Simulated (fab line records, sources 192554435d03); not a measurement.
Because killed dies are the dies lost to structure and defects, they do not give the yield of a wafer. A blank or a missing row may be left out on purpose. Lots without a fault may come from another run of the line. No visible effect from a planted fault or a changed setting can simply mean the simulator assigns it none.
fab line records + flow n5-finfet
[record]
- lots = 11
- wafers = 33
- last-day = 18
route steps=1938 shown BEOL_M8@1378 PASS1_CAP@1873 TV_LITHO@1883 PASSIVATION@1916
lots untouched by any fault: they come from a run of this same line in which no faults occurred
start-h: hours from the record's opening day to when the first of the lot's shown wafers began + wait-h: hours elapsed since this lot's preceding step + " same as the row above + L1.1+2: several wafers, shown together as one row + - no value present, or no start provided + * or withheld: withheld + < > ~ a bound
route shown NAME@n: names a module that has steps shown in the file, with the first one's number in the route + usual: mean/standard deviation of fault-free wafers + same: alike in all rows + chamber/n: place in a boat + sites: readings site by site + _std_site: standard deviation of those values + _edge_site: outer sites' mean less inner sites' + radius-mm: how far each site lies from the wafer's centre + mask NAME#n: copy n + behind: the last tool/chamber to shape the wafer + hold: what put the lot on hold/how long, in hours/how the hold closed + device: the transistor (n, p or np) that didn't switch + end of line: the same wafers' tests at the end of the route + where a step has no rows: the recipe by itself + killed: count of dies lost to structure and defects at first sort (not the wafer's yield) + map: dies across one wafer; x = killed, . = not, _ = none there
set.NAME: setting as actually run; set.NAME@STEP: the setting as run at that earlier step + model.NAME: the simulator's own value behind a step, which no gauge read
steps of the route over a sample of lots; a table a step, a row a wafer
services: a tool's chamber out of use, with start hour (start-h, from the record's first day; less than 0 if before it), hours out, and reason
[[steps]]
[step N5_BEOL_M8_ETCH_41]
[recipe]
- chemistry = CH3F/O2
- target = SiCN
- target-depth-a = 319
- taper-deg = 2
- time-s = 57.8
- ion-energy-ev = 120
- mask-material = TiN
- pressure-mtorr = 30
- source-w = 395
- bias-w = 75
- Ar_flow_sccm = 150
- CH3F_flow_sccm = 30
- O2_flow_sccm = 20
[usual]
- drypump-motor-current-A = 5.8/0.36
- oes-product-au = 0.79/0.077
- rf-vpp-V = 296.7/1.6
- showerhead-plenum-p-Torr = 1.97/0.068
- throttle-valve-pct = 16.31/0.3
| lot.wafer | tool        | chamber | start-h | wait-h | drypump-motor-current-A | oes-product-au | rf-hours-counter-h | rf-vpp-V | showerhead-plenum-p-Torr | throttle-valve-pct |
|-----------|-------------|---------|---------|--------|-------------------------|----------------|--------------------|----------|--------------------------|--------------------|
| L548.1    | rie-diel-01 | 2       | 217.64  | -      | 6.2                     | 0.70           | 219                | 295.9    | 1.98                     | 16.32              |
| L548.2    | "           | 1       | "       | "      | 5.9                     | 0.68           | 241                | 297.5    | 1.97                     | 16.42              |
| L548.3    | "           | 3       | "       | "      | 5.7                     | 0.76           | 133                | 295.6    | 1.92                     | 16.47              |
| L549.1    | rie-diel-03 | 1       | 228.87  | -      | 6.3                     | 0.90           | 27                 | 296.5    | 1.96                     | 15.94              |
| L549.5    | "           | 3       | "       | "      | 5.9                     | 0.75           | -                  | 295.3    | 1.91                     | 16.55              |
| L549.6    | "           | 0       | "       | "      | 5.0                     | 0.91           | -                  | 297.5    | 1.95                     | 16.13              |
| L552.3    | rie-diel-01 | 0       | 243.33  | -      | 6.0                     | 0.80           | 120                | 297.0    | 1.92                     | 15.99              |
| L552.4    | "           | 3       | "       | "      | 5.7                     | 0.75           | 142                | 296.6    | 1.92                     | 16.49              |
| L552.6    | "           | 3       | "       | "      | 5.7                     | 0.75           | -                  | 297.1    | 1.92                     | 16.50              |
| L554.1    | rie-diel-03 | 0       | 247.23  | -      | 5.1                     | 0.89           | 25                 | 296.6    | 1.95                     | 16.15              |
| L554.3    | "           | 1       | "       | "      | 6.3                     | 0.87           | 35                 | 296.5    | 1.95                     | 15.94              |
| L554.5    | "           | 3       | "       | "      | 5.9                     | 0.74           | -                  | 295.2    | 1.91                     | 16.56              |
| L553.2    | rie-diel-03 | 2       | 250.72  | -      | 5.5                     | 0.74           | 169                | 298.9    | 2.07                     | 16.68              |
| L553.3    | "           | 0       | "       | "      | 5.1                     | 0.89           | 27                 | 296.8    | 1.95                     | 16.15              |
| L553.4    | "           | 1       | "       | "      | 6.4                     | 0.88           | 36                 | 297.0    | 1.95                     | 15.94              |
| L555.1    | rie-diel-03 | 1       | 261.71  | -      | 6.3                     | 0.87           | 41                 | 297.3    | 1.95                     | 15.95              |
| L555.4    | "           | 3       | "       | "      | 5.9                     | 0.73           | 196                | 292.6    | 1.91                     | 16.58              |
| L555.6    | "           | 1       | "       | "      | 6.3                     | 0.86           | -                  | 296.6    | 1.95                     | 15.94              |
| L558.1    | rie-diel-03 | 1       | 288.86  | -      | 6.3                     | 0.87           | 50                 | 295.7    | 1.95                     | 15.96              |
| L558.4    | "           | 2       | "       | "      | 5.5                     | 0.74           | 183                | 299.0    | 2.07                     | 16.72              |
| L558.5    | "           | 2       | "       | "      | 5.5                     | 0.73           | -                  | 298.4    | 2.07                     | 16.70              |
| L561.3    | rie-diel-03 | 0       | 297.42  | -      | 5.1                     | 0.86           | 45                 | 296.1    | 1.94                     | 16.18              |
| L561.4    | "           | 2       | "       | "      | 5.5                     | 0.73           | 187                | 298.3    | 2.07                     | 16.73              |
| L561.6    | "           | 3       | "       | "      | 5.9                     | 0.72           | -                  | 294.9    | 1.90                     | 16.59              |
| L563.1    | rie-diel-01 | 3       | 302.40  | -      | 5.7                     | 0.74           | 168                | 294.8    | 1.91                     | 16.57              |
| L563.2    | "           | 1       | "       | "      | 6.0                     | 0.93           | 15                 | 297.0    | 1.96                     | 15.99              |
| L563.4    | "           | 1       | "       | "      | 5.9                     | 0.92           | -                  | 295.8    | 1.96                     | 15.98              |
| L565.1    | rie-diel-01 | 1       | 325.09  | -      | 6.0                     | 0.90           | 25                 | 297.2    | 1.95                     | 16.01              |
| L565.4    | "           | 0       | "       | "      | 6.0                     | 0.75           | 155                | 295.7    | 1.91                     | 16.05              |
| L565.6    | "           | 3       | "       | "      | 5.7                     | 0.73           | -                  | 295.2    | 1.91                     | 16.57              |
| L571.1    | rie-diel-04 | 0       | 353.83  | -      | 5.5                     | 0.80           | 129                | 296.6    | 1.93                     | 16.07              |
| L571.4    | "           | 0       | "       | "      | 5.5                     | 0.79           | -                  | 294.8    | 1.93                     | 16.08              |
| L571.6    | "           | 3       | "       | "      | 5.6                     | 0.77           | -                  | 298.6    | 2.11                     | 16.49              |
[step N5_PASSIVATION_PECVD_55]
[recipe]
- material = SiO2
- target-thk-a = 4000
- temp-c = 400
- precursor = SiH4/N2O
- pressure-torr = 2.7
- rf-w = 608
- time-s = 22.5
[usual]
- heater-power-outer-w = 396/57
- heater-power-w = 685/91
- showerhead-plenum-p-Torr = 8.18/0.062
- throttle-valve-pct = 52/3.8
| lot.wafer | tool     | chamber | start-h | wait-h | heater-power-outer-w | heater-power-w | showerhead-plenum-p-Torr | throttle-valve-pct |
|-----------|----------|---------|---------|--------|----------------------|----------------|--------------------------|--------------------|
| L548.1    | pecvd-03 | 2       | 279.22  | 0.0    | 372                  | 624            | 8.21                     | 47                 |
| L548.2    | "        | 0       | "       | "      | 448                  | 772            | 8.23                     | 51                 |
| L548.3    | "        | 1       | "       | "      | 459                  | 749            | 8.23                     | 55                 |
| L549.1    | pecvd-01 | 0       | 286.04  | 0.0    | 413                  | 678            | 8.15                     | 50                 |
| L549.5    | "        | 0       | "       | "      | 307                  | 541            | 8.15                     | 50                 |
| L549.6    | "        | 2       | "       | "      | 561                  | 966            | 8.14                     | 50                 |
| L552.3    | pecvd-03 | 2       | 310.23  | 0.0    | 388                  | 643            | 8.20                     | 47                 |
| L552.4    | "        | 1       | "       | "      | 475                  | 803            | 8.26                     | 56                 |
| L552.6    | "        | 2       | "       | "      | 409                  | 656            | 8.19                     | 47                 |
| L554.1    | pecvd-01 | 1       | 310.30  | 0.0    | 376                  | 628            | 8.21                     | 53                 |
| L554.3    | "        | 2       | "       | "      | 470                  | 860            | 8.15                     | 50                 |
| L554.5    | "        | 2       | "       | "      | 508                  | 862            | 8.13                     | 51                 |
| L553.2    | pecvd-03 | 0       | 310.34  | 0.0    | 393                  | 714            | 8.23                     | 51                 |
| L553.3    | "        | 2       | "       | "      | 357                  | 592            | 8.22                     | 47                 |
| L553.4    | "        | 1       | "       | "      | 439                  | 732            | 8.26                     | 56                 |
| L555.1    | pecvd-01 | 0       | 319.50  | 0.0    | 343                  | 588            | 8.14                     | 50                 |
| L555.4    | "        | 1       | "       | "      | 441                  | 694            | 8.26                     | 52                 |
| L555.6    | "        | 0       | "       | "      | 366                  | 627            | 8.15                     | 50                 |
| L558.1    | pecvd-04 | 2       | 351.11  | 0.0    | 379                  | 618            | 8.05                     | 50                 |
| L558.4    | "        | 0       | "       | "      | 331                  | 637            | 8.20                     | 58                 |
| L558.5    | "        | 2       | "       | "      | 387                  | 633            | 8.06                     | 51                 |
| L563.1    | pecvd-04 | 1       | 358.01  | 0.0    | 353                  | 646            | 8.22                     | 49                 |
| L563.2    | "        | 0       | "       | "      | 360                  | 687            | 8.17                     | 58                 |
| L563.4    | "        | 0       | "       | "      | 376                  | 689            | 8.17                     | 58                 |
| L561.3    | pecvd-04 | 0       | 367.11  | 0.0    | 340                  | 657            | 8.16                     | 59                 |
| L561.4    | "        | 1       | "       | "      | 408                  | 739            | 8.22                     | 49                 |
| L561.6    | "        | 2       | "       | "      | 407                  | 639            | 8.06                     | 50                 |
| L565.1    | pecvd-04 | 0       | 404.92  | 0.0    | 301                  | 613            | 8.18                     | 58                 |
| L565.4    | "        | 0       | "       | "      | 328                  | 632            | 8.18                     | 58                 |
| L565.6    | "        | 2       | "       | "      | 318                  | 526            | 8.09                     | 51                 |
| L571.1    | pecvd-04 | 0       | 429.36  | 0.0    | 384                  | 723            | 8.19                     | 58                 |
| L571.4    | "        | 1       | "       | "      | 505                  | 828            | 8.18                     | 47                 |
| L571.6    | "        | 2       | "       | "      | 384                  | 628            | 8.06                     | 51                 |
[step N5_PASSIVATION_CD_MEAS_10]
[recipe]
- target-cd-nm = 3000
- landing-energy-ev = 500
- detector = se-inlens
[usual]
- cd-nm = 2999.6/1.8
| lot.wafer | tool      | chamber | start-h | wait-h | cd-nm  |
|-----------|-----------|---------|---------|--------|--------|
| L548.1    | cd-sem-02 | 0       | 283.16  | -      | 3000.7 |
| L548.2    | "         | 0       | "       | "      | 2996.4 |
| L548.3    | "         | 0       | "       | "      | 2998.9 |
| L549.1    | cd-sem-03 | 0       | 286.56  | -      | 2999.1 |
| L549.5    | "         | 0       | "       | "      | 2999.5 |
| L549.6    | "         | 0       | "       | "      | 2998.3 |
| L552.3    | cd-sem-02 | 0       | 310.63  | -      | 3002.1 |
| L552.4    | "         | 0       | "       | "      | 3001.1 |
| L552.6    | "         | 0       | "       | "      | 3001.2 |
| L553.2    | cd-sem-03 | 0       | 310.80  | -      | 2999.8 |
| L553.3    | "         | 0       | "       | "      | 3003.1 |
| L553.4    | "         | 0       | "       | "      | 2998.5 |
| L554.1    | cd-sem-02 | 0       | 311.55  | -      | 3002.8 |
| L554.3    | "         | 0       | "       | "      | 3000.8 |
| L554.5    | "         | 0       | "       | "      | 3000.8 |
| L555.1    | cd-sem-01 | 0       | 321.53  | -      | 3000.7 |
| L555.4    | "         | 0       | "       | "      | 2999.4 |
| L555.6    | "         | 0       | "       | "      | 3000.2 |
| L558.1    | cd-sem-01 | 0       | 351.75  | -      | 3004.6 |
| L558.4    | "         | 0       | "       | "      | 3001.4 |
| L558.5    | "         | 0       | "       | "      | 3002.4 |
| L563.1    | cd-sem-03 | 0       | 360.01  | -      | 3001.1 |
| L563.2    | "         | 0       | "       | "      | 2999.7 |
| L563.4    | "         | 0       | "       | "      | 2999.0 |
| L561.3    | cd-sem-03 | 0       | 369.15  | -      | 2999.2 |
| L561.4    | "         | 0       | "       | "      | 2999.5 |
| L561.6    | "         | 0       | "       | "      | 2997.3 |
| L565.1    | cd-sem-03 | 0       | 405.50  | -      | 2998.1 |
| L565.4    | "         | 0       | "       | "      | 2998.2 |
| L565.6    | "         | 0       | "       | "      | 2998.2 |
| L571.1    | cd-sem-01 | 0       | 430.50  | -      | 3001.2 |
| L571.4    | "         | 0       | "       | "      | 2997.8 |
| L571.6    | "         | 0       | "       | "      | 3001.0 |
[step N5_PASSIVATION_PECVD_35]
[recipe]
- material = SiNx
- target-thk-a = 7000
- temp-c = 400
- precursor = SiH4/NH3/N2
- pressure-torr = 4.9
- rf-w = 1406
- time-s = 151.3
[usual]
- heater-power-outer-w = 174/51
- heater-power-w = 385/77
- showerhead-plenum-p-Torr = 8.67/0.051
- throttle-valve-pct = 29.7/2.2
| lot.wafer | tool     | chamber | start-h | wait-h | heater-power-outer-w | heater-power-w | showerhead-plenum-p-Torr | throttle-valve-pct |
|-----------|----------|---------|---------|--------|----------------------|----------------|--------------------------|--------------------|
| L548.1    | pecvd-03 | 2       | 286.48  | 0.1    | 172                  | 344            | 8.70                     | 26.2               |
| L548.2    | "        | 0       | "       | "      | 243                  | 502            | 8.71                     | 28.4               |
| L548.3    | "        | 1       | "       | "      | 278                  | 540            | 8.76                     | 31.6               |
| L549.1    | pecvd-03 | 1       | 289.75  | 0.1    | 198                  | 427            | 8.72                     | 31.4               |
| L549.5    | "        | 2       | "       | "      | 219                  | 411            | 8.69                     | 26.7               |
| L549.6    | "        | 1       | "       | "      | 240                  | 480            | 8.74                     | 31.4               |
| L553.2    | pecvd-03 | 1       | 314.58  | 0.1    | 230                  | 461            | 8.76                     | 31.6               |
| L553.3    | "        | 2       | "       | "      | 187                  | 364            | 8.69                     | 26.6               |
| L553.4    | "        | 0       | "       | "      | 125                  | 340            | 8.70                     | 28.5               |
| L552.3    | pecvd-02 | 1       | 314.62  | 0.1    | 152                  | 373            | 8.57                     | 30.5               |
| L552.4    | "        | 0       | "       | "      | 114                  | 251            | 8.60                     | 33.5               |
| L552.6    | "        | 2       | "       | "      | 138                  | 326            | 8.65                     | 29.3               |
| L554.1    | pecvd-03 | 0       | 315.40  | 0.1    | 182                  | 423            | 8.70                     | 28.4               |
| L554.3    | "        | 1       | "       | "      | 238                  | 476            | 8.75                     | 31.5               |
| L554.5    | "        | 2       | "       | "      | 203                  | 374            | 8.71                     | 26.4               |
| L555.1    | pecvd-03 | 1       | 324.65  | 0.1    | 252                  | 497            | 8.75                     | 31.5               |
| L555.4    | "        | 0       | "       | "      | 208                  | 457            | 8.70                     | 28.6               |
| L555.6    | "        | 2       | "       | "      | 120                  | 281            | 8.69                     | 26.7               |
| L558.1    | pecvd-04 | 0       | 354.69  | 0.1    | 125                  | 363            | 8.70                     | 33.1               |
| L558.4    | "        | 0       | "       | "      | 148                  | 410            | 8.70                     | 32.9               |
| L558.5    | "        | 1       | "       | "      | 250                  | 496            | 8.69                     | 27.6               |
| L563.1    | pecvd-02 | 1       | 363.39  | 0.1    | 130                  | 339            | 8.60                     | 30.0               |
| L563.2    | "        | 0       | "       | "      | 185                  | 347            | 8.59                     | 33.2               |
| L563.4    | "        | 1       | "       | "      | 157                  | 376            | 8.60                     | 30.4               |
| L561.3    | pecvd-02 | 0       | 372.69  | 0.1    | 184                  | 342            | 8.59                     | 33.1               |
| L561.4    | "        | 2       | "       | "      | 58                   | 224            | 8.65                     | 29.4               |
| L561.6    | "        | 0       | "       | "      | 205                  | 380            | 8.58                     | 33.3               |
| L565.1    | pecvd-03 | 0       | 408.34  | 0.1    | 189                  | 433            | 8.71                     | 28.8               |
| L565.4    | "        | 2       | "       | "      | 120                  | 271            | 8.70                     | 27.1               |
| L565.6    | "        | 0       | "       | "      | 212                  | 469            | 8.69                     | 28.9               |
| L571.1    | pecvd-03 | 0       | 433.75  | 0.1    | 183                  | 423            | 8.72                     | 28.7               |
| L571.4    | "        | 2       | "       | "      | 208                  | 400            | 8.72                     | 27.0               |
| L571.6    | "        | 1       | "       | "      | 270                  | 492            | 8.72                     | 31.3               |
[step N5_PASSIVATION_PROBE_49]
[usual]
- defect-limited-yield = 91.2/1.5
- killed_at_M0_to_M3 = 32/9.6
- killed_at_M4_up = 13/5.3
- killed-at-contacts = 13/6.7
- killed-at-front-end = 42/11
- killed-at-other = 3.8/2.9
- killed-dies = 103/17
- killed-on-rim = 14/4.4
- killed-open = 67/13
- killed-short = 35/7.9
- sort_bin_5_function = 5.2/0.94
- sort_bin_6_memory = 3.3/0.64
- sort-n-pass = 1077/17
- sort-yield-pct = 91.2/1.5
[same]
- gross-dies = 1180
- killed-at-back-side = 0
- sort_bin_4_leakage[%] = 0
- sort_bin_8_speed[%] = 0
| lot.wafer | tool      | chamber | start-h | wait-h | defect-limited-yield[%] | killed_at_M0_to_M3 | killed_at_M4_up | killed-at-contacts | killed-at-front-end | killed-at-other | killed-dies | killed-on-rim | killed-open | killed-short | sort_bin_5_function[%] | sort_bin_6_memory[%] | sort-n-pass | sort-yield-pct[%] |
|-----------|-----------|---------|---------|--------|-------------------------|--------------------|-----------------|--------------------|---------------------|-----------------|-------------|---------------|-------------|--------------|------------------------|----------------------|-------------|-------------------|
| L558.1    | prober-02 | -       | 358.25  | 0.0    | 90.8                    | 53                 | 9               | 5                  | 34                  | 7               | 108         | 18            | 68          | 40           | 5.1                    | 3.7                  | 1072        | 90.8              |
| L558.4    | prober-02 | -       | 358.40  | 0.2    | 85.2                    | 38                 | 94              | 4                  | 35                  | 4               | 175         | 33            | 58          | 32           | 9.6                    | 3.6                  | 1005        | 85.2              |
| L558.5    | prober-02 | -       | 358.45  | 0.2    | 86.6                    | 29                 | 89              | 5                  | 33                  | 2               | 158         | 26            | 44          | 30           | 8.7                    | 3.2                  | 1022        | 86.6              |
| L561.3    | prober-01 | -       | 376.48  | 0.1    | 91.7                    | 22                 | 7               | 13                 | 46                  | 10              | 98          | 8             | 60          | 37           | 5.2                    | 2.9                  | 1082        | 91.7              |
| L561.4    | prober-01 | -       | 376.53  | 0.2    | 86.8                    | 13                 | 86              | 14                 | 41                  | 2               | 156         | 27            | 49          | 24           | 8.8                    | 3.4                  | 1024        | 86.8              |
| L561.6    | prober-01 | -       | 376.63  | 0.3    | 91.5                    | 36                 | 11              | 13                 | 35                  | 5               | 100         | 12            | 58          | 42           | 5.3                    | 2.8                  | 1080        | 91.5              |
// killed by level:class
L558.1 BEOL_M0_SAQP:geometric-particle:open=21 BEOL_M3:geometric-particle:open=13 BEOL_M0_SAQP:geometric-particle:short=9 DUMMY_GATE:geometric-particle:open=6 GATE_CUT:geometric-particle:short=6 FIN_SAQP:geometric-particle:short=4 FIN_SAQP:geometric-particle:open=4 DUMMY_GATE:geometric-particle:short=3
L558.4 BEOL_M8:unspecified=83 STI_FIN_REVEAL:geometric-particle:open=11 FIN_SAQP:geometric-particle:open=7 BEOL_M1:geometric-particle:open=7 BEOL_M0_SAQP:geometric-particle:short=6 BEOL_M3:geometric-particle:open=6 GATE_CUT:geometric-particle:short=4 MOL_CONTACT_COAG:geometric-particle:open=4
L558.5 BEOL_M8:unspecified=83 BEOL_M0_SAQP:geometric-particle:short=8 BEOL_M0_SAQP:geometric-particle:open=7 GATE_CUT:geometric-particle:open=6 BEOL_M3:geometric-particle:open=6 DUMMY_GATE:geometric-particle:short=5 MOL_CONTACT_COAG:geometric-particle:open=5 FIN_SAQP:geometric-particle:open=4
L561.3 FIN_SAQP:geometric-particle:open=11 MOL_CONTACT_COAG:geometric-particle:open=11 GATE_CUT:geometric-particle:short=8 BEOL_M0_SAQP:geometric-particle:short=8 FIN_SAQP:geometric-particle:short=6 DUMMY_GATE:geometric-particle:open=5 BEOL_M0_SAQP:geometric-particle:open=5 BEOL_M2:geometric-particle:open=5
L561.4 BEOL_M8:unspecified=82 MOL_CONTACT_COAG:geometric-particle:open=13 FIN_SAQP:geometric-particle:open=12 FIN_SAQP:geometric-particle:short=8 STARTING-WAFER:geometric-particle:open=6 STI_FIN_REVEAL:geometric-particle:open=4 BEOL_M0_SAQP:geometric-particle:open=4 STI_FIN_REVEAL:geometric-particle:short=3
L561.6 BEOL_M0_SAQP:geometric-particle:open=11 FIN_SAQP:geometric-particle:short=10 FIN_SAQP:geometric-particle:open=10 MOL_CONTACT_COAG:geometric-particle:open=9 BEOL_M0_SAQP:geometric-particle:short=7 BEOL_M1:geometric-particle:open=6 MOL_CONTACT_COAG:geometric-particle:short=4 BEOL_M3:geometric-particle:open=4
[[services]]
| tool        | chamber | start-h | hours | kind                          |
|-------------|---------|---------|-------|-------------------------------|
| pecvd-03    | 2       | 202.38  | -     | clean                         |
| pecvd-03    | 2       | 202.38  | -     | consumable-replace:showerhead |
| pecvd-03    | 2       | 202.38  | 29.0  | scheduled-down                |
| pecvd-03    | 2       | 202.38  | 29.0  | vent-cycle                    |
| rie-diel-01 | 1       | 203.47  | 7.2   | repair                        |
| rie-diel-04 | 1       | 209.09  | 6.8   | repair                        |
| rie-diel-03 | 2       | 212.85  | 15.3  | repair                        |
| pecvd-04    | 0       | 228.16  | 5.5   | scheduled-down                |
| rie-diel-04 | -       | 240.08  | 14.6  | pm                            |
| pecvd-03    | -       | 259.47  | 5.5   | pm                            |
| pecvd-04    | -       | 300.67  | 1.8   | repair                        |
| pecvd-01    | 0       | 320.20  | 12.9  | repair                        |
| pecvd-03    | 0       | 333.37  | 5.5   | scheduled-down                |
| rie-diel-04 | 1       | 344.77  | 30.9  | repair                        |
| pecvd-03    | 0       | 347.29  | 2.1   | scheduled-down                |
| rie-diel-03 | -       | 361.14  | 2.8   | pm                            |
| pecvd-04    | -       | 377.59  | 1.2   | repair                        |
| pecvd-04    | 1       | 383.62  | -     | clean                         |
| rie-diel-04 | 1       | 384.65  | 6.6   | repair                        |
| rie-diel-01 | 2       | 393.40  | 8.3   | repair                        |
| rie-diel-03 | -       | 395.93  | 0.4   | repair                        |
| rie-diel-04 | 3       | 413.39  | 10.4  | repair                        |
| pecvd-02    | 1       | 414.61  | 3.3   | repair                        |
| rie-diel-01 | 2       | 416.43  | 1.4   | repair                        |
[[key]]
[first-sign]
- step = N5_PASSIVATION_PROBE_49
- reading = killed_at_M4_up
- direction = up
- sigmas = 14
- usual = 13
- struck = 90
[effect]
- step = N5_PASSIVATION_PROBE_49
- reading = killed-dies
- direction = up
- sigmas = 3.5
- usual = 103
- struck = 163
[more-kills-born-at]
- N5_BEOL_M8_ETCH_41@rie-diel-03 = 248
met-at N5_BEOL_M8_ETCH_41
struck-lots L558,L561
struck-wafers L558.4,L558.5,L561.4
not-acting-at N5_PASSIVATION_PECVD_55,N5_PASSIVATION_CD_MEAS_10,N5_PASSIVATION_PECVD_35
onset-between 250.72 288.86
[fault]
- kind = chamber-particle-source
- tool = rie-diel-03
- chamber = 2
- onset-h = 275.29
- steps = N5_BEOL_M8_ETCH_41
- rate-per-visit-cm2 = 0.48507
- end-h = 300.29
